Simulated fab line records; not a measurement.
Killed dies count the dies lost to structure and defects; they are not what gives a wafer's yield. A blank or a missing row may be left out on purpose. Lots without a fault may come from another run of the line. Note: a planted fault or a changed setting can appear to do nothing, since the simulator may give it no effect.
What tool caused it? || flow nand harc || 12 lots with 36 wafers sampled at 5 steps, on a route of 1302 steps

WHAT THE GAUGES SHOWED, per wafer
NHARC_END_SORT_01. Usual: killed at array 54, standard deviation 17; killed at other 0.7, standard deviation 1; killed at periphery 3.7, standard deviation 2.9; killed dies 58, standard deviation 16; killed open 3.2, standard deviation 1.9; killed short 2.2, standard deviation 1.5.
{"lot": "L450", "measured": "day 30 12:35", "on": "prober-01", "killed at array": "33 48 44", "killed at other": "0 0 0", "killed at periphery": "7 6 5", "killed dies": "40 54 49", "killed open": "5 4 8", "killed short": "3 6 2", "flag": ""}

TOOL THAT RAN EACH LOT (tool first, then ch and the chambers of the sampled wafers, then the start)
{"lot": "L439", "NHARC_A_CHANNEL_FILL_D2_ALD_03": "ald sin batch-03 ch 0, day 14 22:34 or earlier", "NHARC_A_CHANNEL_FILL_D2_ALD_14": "ald hk-02 ch 0,1,2, day 14 22:34", "NHARC_A_CHANNEL_FILL_D2_ANNEAL_22": "furnace-08 ch 0, day 15 23:37", "NHARC_A_CHANNEL_FILL_D2_STRIP_29": "rie diel-12 ch 1,2,3, no start"}
{"lot": "L440", "NHARC_A_CHANNEL_FILL_D2_ALD_03": "ald sin batch-03 ch 0, day 16 00:10 or earlier", "NHARC_A_CHANNEL_FILL_D2_ALD_14": "ald hk-02 ch 0,1,3, day 16 00:10", "NHARC_A_CHANNEL_FILL_D2_ANNEAL_22": "furnace-08 ch 0, day 17 01:08", "NHARC_A_CHANNEL_FILL_D2_STRIP_29": "rie diel-12 ch 1,3, no start"}
{"lot": "L442", "NHARC_A_CHANNEL_FILL_D2_ALD_03": "ald sin batch-02 ch 0, day 16 09:02 or earlier", "NHARC_A_CHANNEL_FILL_D2_ALD_14": "ald hk-02 ch 1,2,3, day 16 09:02", "NHARC_A_CHANNEL_FILL_D2_ANNEAL_22": "furnace-08 ch 0, day 17 13:46", "NHARC_A_CHANNEL_FILL_D2_STRIP_29": "rie diel-07 ch 1,3, no start"}
{"lot": "L443", "NHARC_A_CHANNEL_FILL_D2_ALD_03": "ald sin batch-03 ch 0, day 16 19:14 or earlier", "NHARC_A_CHANNEL_FILL_D2_ALD_14": "ald hk-03 ch 0,2,3, day 16 19:14", "NHARC_A_CHANNEL_FILL_D2_ANNEAL_22": "furnace-02 ch 0, day 17 21:26", "NHARC_A_CHANNEL_FILL_D2_STRIP_29": "rie diel-07 ch 1,3, no start"}
{"lot": "L445", "NHARC_A_CHANNEL_FILL_D2_ALD_03": "ald sin batch-02 ch 0, day 17 01:35 or earlier", "NHARC_A_CHANNEL_FILL_D2_ALD_14": "ald hk-01 ch 0,1,3, day 17 01:35", "NHARC_A_CHANNEL_FILL_D2_ANNEAL_22": "furnace-02 ch 0, day 18 04:59", "NHARC_A_CHANNEL_FILL_D2_STRIP_29": "rie diel-12 ch 0,1,2, no start"}
{"lot": "L444", "NHARC_A_CHANNEL_FILL_D2_ALD_03": "ald sin batch-02 ch 0, day 17 07:57 or earlier", "NHARC_A_CHANNEL_FILL_D2_ALD_14": "ald hk-02 ch 0,1,2, day 17 07:57", "NHARC_A_CHANNEL_FILL_D2_ANNEAL_22": "furnace-08 ch 0, day 18 10:11", "NHARC_A_CHANNEL_FILL_D2_STRIP_29": "rie diel-07 ch 0,1,3, no start"}
{"lot": "L446", "NHARC_A_CHANNEL_FILL_D2_ALD_03": "ald sin batch-03 ch 0, day 17 17:20 or earlier", "NHARC_A_CHANNEL_FILL_D2_ALD_14": "ald hk-01 ch 2,3, day 17 17:20", "NHARC_A_CHANNEL_FILL_D2_ANNEAL_22": "furnace-02 ch 0, day 18 20:35", "NHARC_A_CHANNEL_FILL_D2_STRIP_29": "rie diel-12 ch 0,1,3, no start"}
{"lot": "L448", "NHARC_A_CHANNEL_FILL_D2_ALD_03": "ald sin batch-02 ch 0, day 18 12:59 or earlier", "NHARC_A_CHANNEL_FILL_D2_ALD_14": "ald hk-01 ch 0,1, day 18 12:59", "NHARC_A_CHANNEL_FILL_D2_ANNEAL_22": "furnace-02 ch 0, day 19 16:08", "NHARC_A_CHANNEL_FILL_D2_STRIP_29": "rie diel-12 ch 2,3, no start"}
{"lot": "L447", "NHARC_A_CHANNEL_FILL_D2_ALD_03": "ald sin batch-01 ch 0, day 18 17:17 or earlier", "NHARC_A_CHANNEL_FILL_D2_ALD_14": "ald hk-01 ch 1,2,3, day 18 17:17", "NHARC_A_CHANNEL_FILL_D2_ANNEAL_22": "furnace-02 ch 0, day 19 16:08", "NHARC_A_CHANNEL_FILL_D2_STRIP_29": "rie diel-07 ch 0,3, no start"}
{"lot": "L450", "NHARC_A_CHANNEL_FILL_D2_ALD_03": "ald sin batch-01 ch 0, day 19 18:09 or earlier", "NHARC_A_CHANNEL_FILL_D2_ALD_14": "ald hk-02 ch 1,2,3, day 19 18:09", "NHARC_A_CHANNEL_FILL_D2_ANNEAL_22": "furnace-02 ch 0, day 20 19:19", "NHARC_A_CHANNEL_FILL_D2_STRIP_29": "rie diel-07 ch 2,3, day 30 12:35 or earlier"}
{"lot": "L451", "NHARC_A_CHANNEL_FILL_D2_ALD_03": "ald sin batch-01 ch 0, day 19 18:07 or earlier", "NHARC_A_CHANNEL_FILL_D2_ALD_14": "ald hk-01 ch 0,1,3, day 19 18:07", "NHARC_A_CHANNEL_FILL_D2_ANNEAL_22": "furnace-02 ch 0, day 20 19:19", "NHARC_A_CHANNEL_FILL_D2_STRIP_29": "rie diel-12 ch 2,3, no start"}
{"lot": "L459", "NHARC_A_CHANNEL_FILL_D2_ALD_03": "ald sin batch-03 ch 0, day 23 17:28 or earlier", "NHARC_A_CHANNEL_FILL_D2_ALD_14": "ald hk-03 ch 2,3, day 23 17:28", "NHARC_A_CHANNEL_FILL_D2_ANNEAL_22": "furnace-03 ch 0, day 24 17:56", "NHARC_A_CHANNEL_FILL_D2_STRIP_29": "rie diel-05 ch 0,1,2, no start"}
- NHARC_A_CHANNEL_FILL_D2_ALD_03: deposits SiNx, target thk 6 nm, pulse time 60 s, ald cycles 58.
- NHARC_A_CHANNEL_FILL_D2_ALD_14: deposits SiO2, target thk 2.5 nm, pulse time 10 s, ald cycles 25.
- NHARC_A_CHANNEL_FILL_D2_ANNEAL_22: time 7200 s.
- NHARC_A_CHANNEL_FILL_D2_STRIP_29: strips in O2, time 20 s.

AS READ BY THE TOOLS THEMSELVES (means over the sampled wafers that have a number; for cases with no such wafer, the mark the record gives instead)
NHARC_A_CHANNEL_FILL_D2_ALD_03. Usual: precursor pulse height rel at 0.998, with a standard deviation of 0.018.
{"lot": "L439", "tool": "ald sin batch-03", "precursor pulse height rel": 0.995, "flag": ""}
{"lot": "L440", "tool": "ald sin batch-03", "precursor pulse height rel": 1.005, "flag": ""}
{"lot": "L442", "tool": "ald sin batch-02", "precursor pulse height rel": 1.006, "flag": ""}
{"lot": "L443", "tool": "ald sin batch-03", "precursor pulse height rel": 1.001, "flag": ""}
{"lot": "L445", "tool": "ald sin batch-02", "precursor pulse height rel": 0.996, "flag": ""}
{"lot": "L444", "tool": "ald sin batch-02", "precursor pulse height rel": 1.006, "flag": ""}
{"lot": "L446", "tool": "ald sin batch-03", "precursor pulse height rel": 0.977, "flag": ""}
{"lot": "L448", "tool": "ald sin batch-02", "precursor pulse height rel": 0.995, "flag": ""}
{"lot": "L447", "tool": "ald sin batch-01", "precursor pulse height rel": 0.994, "flag": ""}
{"lot": "L450", "tool": "ald sin batch-01", "precursor pulse height rel": 1.009, "flag": ""}
{"lot": "L451", "tool": "ald sin batch-01", "precursor pulse height rel": 1.001, "flag": ""}
{"lot": "L459", "tool": "ald sin batch-03", "precursor pulse height rel": 0.994, "flag": ""}

NHARC_A_CHANNEL_FILL_D2_ALD_14. Usual: heater power w 449 W, standard deviation 37; precursor pulse height rel 1.000, standard deviation 0.02.
{"lot": "L439", "tool": "ald hk-02", "heater power w (W)": 454, "precursor pulse height rel": 1.003, "flag": ""}
{"lot": "L440", "tool": "ald hk-02", "heater power w (W)": 458, "precursor pulse height rel": 1.014, "flag": ""}
{"lot": "L442", "tool": "ald hk-02", "heater power w (W)": 471, "precursor pulse height rel": 0.995, "flag": ""}
{"lot": "L443", "tool": "ald hk-03", "heater power w (W)": 473, "precursor pulse height rel": 1.009, "flag": ""}
{"lot": "L445", "tool": "ald hk-01", "heater power w (W)": 420, "precursor pulse height rel": 0.975, "flag": ""}
{"lot": "L444", "tool": "ald hk-02", "heater power w (W)": 453, "precursor pulse height rel": 1.002, "flag": ""}
{"lot": "L446", "tool": "ald hk-01", "heater power w (W)": 403, "precursor pulse height rel": 0.987, "flag": ""}
{"lot": "L448", "tool": "ald hk-01", "heater power w (W)": 426, "precursor pulse height rel": 1.019, "flag": ""}
{"lot": "L447", "tool": "ald hk-01", "heater power w (W)": 432, "precursor pulse height rel": 1.006, "flag": ""}
{"lot": "L450", "tool": "ald hk-02", "heater power w (W)": 476, "precursor pulse height rel": 1.011, "flag": ""}
{"lot": "L451", "tool": "ald hk-01", "heater power w (W)": 429, "precursor pulse height rel": 1.004, "flag": ""}
{"lot": "L459", "tool": "ald hk-03", "heater power w (W)": 468, "precursor pulse height rel": 1.007, "flag": ""}

NHARC_A_CHANNEL_FILL_D2_ANNEAL_22. Usual: spike tc centre C 620.8 C, standard deviation 0.97; spike tc lower C 620.7 C, standard deviation 1; spike tc top C 637.9 C, standard deviation 2.9; spike tc upper C 620.5 C, standard deviation 1.1; tube center temp C 620 C, standard deviation 0.056; tube_center_temp_C_max 621.60, standard deviation 0.27.
{"lot": "L439", "tool": "furnace-08", "spike tc centre C (C)": 621.5, "spike tc lower C (C)": 619.8, "spike tc top C (C)": 636.7, "spike tc upper C (C)": 619.7, "tube center temp C (C)": 620, "tube_center_temp_C_max": 621.46, "flag": ""}
{"lot": "L440", "tool": "furnace-08", "spike tc centre C (C)": 621.2, "spike tc lower C (C)": 620.3, "spike tc top C (C)": 638.0, "spike tc upper C (C)": 620.2, "tube center temp C (C)": 620, "tube_center_temp_C_max": 621.54, "flag": ""}
{"lot": "L442", "tool": "furnace-08", "spike tc centre C (C)": 621.4, "spike tc lower C (C)": 620.5, "spike tc top C (C)": 638.5, "spike tc upper C (C)": 619.5, "tube center temp C (C)": 620, "tube_center_temp_C_max": 621.36, "flag": ""}
{"lot": "L443", "tool": "furnace-02", "spike tc centre C (C)": 620.7, "spike tc lower C (C)": 621.2, "spike tc top C (C)": 640.1, "spike tc upper C (C)": 621.0, "tube center temp C (C)": 620, "tube_center_temp_C_max": 621.71, "flag": ""}
{"lot": "L445", "tool": "furnace-02", "spike tc centre C (C)": 621.0, "spike tc lower C (C)": 620.2, "spike tc top C (C)": 640.0, "spike tc upper C (C)": 620.5, "tube center temp C (C)": 620, "tube_center_temp_C_max": 621.46, "flag": ""}
{"lot": "L444", "tool": "furnace-08", "spike tc centre C (C)": 621.0, "spike tc lower C (C)": 621.1, "spike tc top C (C)": 637.8, "spike tc upper C (C)": 620.9, "tube center temp C (C)": 620, "tube_center_temp_C_max": 621.35, "flag": ""}
{"lot": "L446", "tool": "furnace-02", "spike tc centre C (C)": 620.5, "spike tc lower C (C)": 620.7, "spike tc top C (C)": 640.8, "spike tc upper C (C)": 620.6, "tube center temp C (C)": 620, "tube_center_temp_C_max": 621.33, "flag": ""}
{"lot": "L448", "tool": "furnace-02", "spike tc centre C (C)": 620.5, "spike tc lower C (C)": 620.9, "spike tc top C (C)": 639.3, "spike tc upper C (C)": 621.1, "tube center temp C (C)": 620, "tube_center_temp_C_max": 621.40, "flag": ""}
{"lot": "L447", "tool": "furnace-02", "spike tc centre C (C)": 620.8, "spike tc lower C (C)": 620.7, "spike tc top C (C)": 638.8, "spike tc upper C (C)": 620.7, "tube center temp C (C)": 620, "tube_center_temp_C_max": 621.72, "flag": ""}
{"lot": "L450", "tool": "furnace-02", "spike tc centre C (C)": 606.9, "spike tc lower C (C)": 607.4, "spike tc top C (C)": 627.0, "spike tc upper C (C)": 606.0, "tube center temp C (C)": 607, "tube_center_temp_C_max": 608.03, "flag": "OFF"}
{"lot": "L451", "tool": "furnace-02", "spike tc centre C (C)": 607.3, "spike tc lower C (C)": 606.6, "spike tc top C (C)": 626.8, "spike tc upper C (C)": 607.4, "tube center temp C (C)": 607, "tube_center_temp_C_max": 608.37, "flag": "OFF"}
{"lot": "L459", "tool": "furnace-03", "spike tc centre C (C)": 621.4, "spike tc lower C (C)": 621.2, "spike tc top C (C)": 631.5, "spike tc upper C (C)": 619.9, "tube center temp C (C)": 620, "tube_center_temp_C_max": 621.61, "flag": ""}

NHARC_A_CHANNEL_FILL_D2_STRIP_29. Usual: drypump motor current A 5.5 A, standard deviation 0.31; oes product au 1.004 a.u., standard deviation 0.014; rf vpp V 58.1 V, standard deviation 0.91; showerhead plenum p Torr 3.61 Torr, standard deviation 0.15; throttle valve pct 17.037 %, standard deviation 0.0091.
{"lot": "L439", "tool": "rie diel-12", "drypump motor current A (A)": 5.8, "oes product au (a.u.)": 1.014, "rf vpp V (V)": 58.8, "showerhead plenum p Torr (Torr)": 3.62, "throttle valve pct (%)": 17.048, "flag": ""}
{"lot": "L440", "tool": "rie diel-12", "drypump motor current A (A)": 5.7, "oes product au (a.u.)": 1.032, "rf vpp V (V)": 57.9, "showerhead plenum p Torr (Torr)": 3.66, "throttle valve pct (%)": 17.033, "flag": ""}
{"lot": "L442", "tool": "rie diel-07", "drypump motor current A (A)": 5.2, "oes product au (a.u.)": 0.997, "rf vpp V (V)": 58.3, "showerhead plenum p Torr (Torr)": 3.67, "throttle valve pct (%)": 17.037, "flag": ""}
{"lot": "L443", "tool": "rie diel-07", "drypump motor current A (A)": 5.3, "oes product au (a.u.)": 1.012, "rf vpp V (V)": 58.6, "showerhead plenum p Torr (Torr)": 3.67, "throttle valve pct (%)": 17.032, "flag": ""}
{"lot": "L445", "tool": "rie diel-12", "drypump motor current A (A)": 5.5, "oes product au (a.u.)": 1.006, "rf vpp V (V)": 58.3, "showerhead plenum p Torr (Torr)": 3.55, "throttle valve pct (%)": 17.042, "flag": ""}
{"lot": "L444", "tool": "rie diel-07", "drypump motor current A (A)": 5.3, "oes product au (a.u.)": 1.006, "rf vpp V (V)": 58.4, "showerhead plenum p Torr (Torr)": 3.69, "throttle valve pct (%)": 17.037, "flag": ""}
{"lot": "L446", "tool": "rie diel-12", "drypump motor current A (A)": 5.5, "oes product au (a.u.)": 1.009, "rf vpp V (V)": 57.9, "showerhead plenum p Torr (Torr)": 3.54, "throttle valve pct (%)": 17.036, "flag": ""}
{"lot": "L448", "tool": "rie diel-12", "drypump motor current A (A)": 5.8, "oes product au (a.u.)": 1.006, "rf vpp V (V)": 58.4, "showerhead plenum p Torr (Torr)": 3.58, "throttle valve pct (%)": 17.035, "flag": ""}
{"lot": "L447", "tool": "rie diel-07", "drypump motor current A (A)": 5.4, "oes product au (a.u.)": 1.025, "rf vpp V (V)": 59.0, "showerhead plenum p Torr (Torr)": 3.74, "throttle valve pct (%)": 17.032, "flag": ""}
{"lot": "L450", "tool": "rie diel-07", "drypump motor current A (A)": 5.3, "oes product au (a.u.)": 0.992, "rf vpp V (V)": 59.0, "showerhead plenum p Torr (Torr)": 3.76, "throttle valve pct (%)": 17.032, "flag": ""}
{"lot": "L451", "tool": "rie diel-12", "drypump motor current A (A)": 5.8, "oes product au (a.u.)": 1.000, "rf vpp V (V)": 57.7, "showerhead plenum p Torr (Torr)": 3.58, "throttle valve pct (%)": 17.041, "flag": ""}
{"lot": "L459", "tool": "rie diel-05", "drypump motor current A (A)": 5.8, "oes product au (a.u.)": 0.999, "rf vpp V (V)": 57.9, "showerhead plenum p Torr (Torr)": 3.63, "throttle valve pct (%)": 17.030, "flag": ""}

THE ANSWER, worked out from the rows above alone
Rule: a lot counts as off when the mean over its wafers that have a number is more than 3 standard deviations away from the usual mean. A lot without any number at a reading at which 4 lots or more have one is off too. Any other lot the step has rows for is counted as sound. The gauges are gone through in route order, then the tools' own readings, and for those a lot's mean is taken as printed above. The first step at which some lot is off is used, and at that step the reading that is off furthest; a lot without a number counts as furthest.
Off: L450, L451 (NHARC_A_CHANNEL_FILL_D2_ANNEAL_22, tube center temp C).
If a tool, at that step or one of the process steps before it, ran each lot that is off and ran no sound lot following the first of them, it fits. NHARC_A_CHANNEL_FILL_D2_ALD_03 gives no start for some lots, so the hours and the order of its lots are those of NHARC_A_CHANNEL_FILL_D2_ALD_14. Can't be told from this: 2 tools fit, ald sin batch-01 at NHARC_A_CHANNEL_FILL_D2_ALD_03, furnace-02 at NHARC_A_CHANNEL_FILL_D2_ANNEAL_22.

WHAT THE SIMULATOR HAD PUT IN
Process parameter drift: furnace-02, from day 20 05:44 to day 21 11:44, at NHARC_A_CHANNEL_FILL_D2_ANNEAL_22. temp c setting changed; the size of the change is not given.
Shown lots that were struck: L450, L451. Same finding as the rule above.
